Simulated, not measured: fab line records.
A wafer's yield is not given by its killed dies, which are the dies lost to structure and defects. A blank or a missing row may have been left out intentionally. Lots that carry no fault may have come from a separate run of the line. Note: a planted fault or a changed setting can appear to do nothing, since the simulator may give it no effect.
Chamber matching    flow n5-finfet    N5_SDB_ALD_29 on ald-sin-02: 4 sister chambers
The step deposits SiNx, target thk 30 nm, pulse time 1 s, ald cycles 600. 22 wafers are shown with their chamber, then 11 later ones without.

## WAFERS WITH THEIR CHAMBER
wafer   chamber  heater-power-w (W)  precursor-pulse-height-rel
L075.1  2        922                 0.986
L075.2  3        845                 0.997
L075.3  0        840                 0.997
L078.4  1        845                 0.991
L078.5  2        925                 1.005
L078.6  3        889                 1.007
L081.1  3        876                 0.980
L081.2  0        814                 1.020
L081.6  0        853                 0.989
L082.2  2        905                 0.983
L082.4  0        850                 1.015
L082.5  1        863                 1.035
L083.3  1        827                 0.978
L083.4  2        913                 1.008
L083.5  3        863                 1.007
L087.2  3        868                 0.983
L087.3  0        850                 0.998
L087.5  3        853                 1.029
L088.1  2        916                 1.020
L088.4  1        856                 1.040
L088.5  1        849                 1.012
L093.3  1        852                 1.020

SIGNATURES, as means of the wafers listed above
reading                     chamber 0  chamber 1  chamber 2  chamber 3  scatter within a chamber
heater-power-w              841.40     848.67     916.20     865.67     13.5
precursor-pulse-height-rel  1.00380    1.01267    1.00040    1.00050    0.0187
Rule: for a wafer and a chamber, the distance is found by dividing, reading by reading, the gap between the wafer's reading and the chamber's mean by the reading's scatter, squaring, summing and taking the root. If the next closest chamber is less than 2 further off than the closest, the wafer can't be placed; otherwise it belongs to the closest. How the scatter is found: for the shown wafers, subtract from each reading the mean of its chamber, square and add these, divide the total by (wafers less chambers), then take the root.

## WAFERS WHOSE CHAMBER IS MISSING
wafer   heater-power-w (W)  precursor-pulse-height-rel
L093.5  920                 1.029
L093.6  851                 0.995
L094.1  864                 0.997
L094.4  817                 1.015
L094.5  866                 0.995
L096.1  873                 1.016
L096.2  852                 1.003
L096.4  812                 1.017
L097.2  877                 0.963
L097.4  905                 1.017
L097.5  886                 0.993

## CHAMBER TAKEN BY EACH
wafer   from the rows above                in truth
L093.5  2                                  2
L093.6  can't be placed: 0 or 1 or 3       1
L094.1  can't be placed: 3 or 1 or 0       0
L094.4  can't be placed: 0 or 1 or 3       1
L094.5  can't be placed: 3 or 1 or 0       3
L096.1  can't be placed: 3 or 1 or 0       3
L096.2  can't be placed: 1 or 0 or 3       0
L096.4  can't be placed: 0 or 1 or 3       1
L097.2  can't be placed: 3 or 1 or 0 or 2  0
L097.4  can't be placed: 2 or 3            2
L097.5  can't be placed: 3 or 2 or 1 or 0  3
Correctly placed: 1 of 11. Can't be placed from these rows: 10 (the true chamber is among the candidates in 10). Placed wrongly: 0.
